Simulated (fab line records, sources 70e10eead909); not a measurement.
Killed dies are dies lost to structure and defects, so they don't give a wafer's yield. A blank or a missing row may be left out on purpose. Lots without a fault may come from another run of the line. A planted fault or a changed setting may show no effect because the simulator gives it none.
Chamber matching | flow nand_harc | NHARC_P_ZERO_WELL_ETCH_63 on rie_si-04: 4 sister chambers
The step etches the open film in HBr/Cl2, target depth 120 nm, time 40.1 s. 8 wafers are shown with their chamber, then 10 later ones without.

WAFERS WITH THEIR CHAMBER
wafer  | chamber | drypump_motor_current_A (A) | oes_product_au (a.u.)
L082.1 | 0       | 6.1                         | 0.998
L085.2 | 3       | 6.4                         | 1.004
L085.6 | 1       | 5.8                         | 0.988
L088.1 | 1       | 5.9                         | 0.994
L088.3 | 2       | 5.0                         | 1.001
L088.5 | 0       | 6.1                         | 1.012
L092.2 | 2       | 5.0                         | 1.001
L092.5 | 3       | 6.3                         | 1.006

WAFERS WITHOUT THEIR CHAMBER
wafer  | drypump_motor_current_A (A) | oes_product_au (a.u.)
L092.6 | 6.1                         | 1.003
L095.1 | 5.8                         | 0.986
L095.2 | 6.3                         | 0.996
L095.3 | 6.1                         | 1.000
L096.1 | 5.8                         | 0.991
L096.2 | 6.4                         | 0.995
L096.6 | 6.1                         | 1.003
L097.1 | 6.1                         | 0.997
L097.2 | 6.3                         | 1.001
L097.3 | 5.0                         | 0.993

WHICH CHAMBER EACH WENT THROUGH
wafer  | from the rows above | in truth
L092.6 | 0                   | 0
L095.1 | 1                   | 1
L095.2 | 3                   | 3
L095.3 | 0                   | 0
L096.1 | 1                   | 1
L096.2 | 3                   | 3
L096.6 | 0                   | 0
L097.1 | 0                   | 0
L097.2 | 3                   | 3
L097.3 | 2                   | 2
Placed correctly: 10 of 10. Can't be placed from these rows: 0. Placed wrongly: 0.
How it was worked out, from the rows above alone: a wafer's distance from a chamber is the root of the sum, over the readings, of the square of ((its reading less the chamber's mean) divided by the reading's scatter). The wafer belongs to the nearest chamber; if the next one is less than 2 further off, it can't be placed. A chamber's mean is the mean of its shown wafers. The scatter: the root of (the sum of the squares of (reading less its chamber's mean) over the shown wafers, divided by (wafers less chambers)).
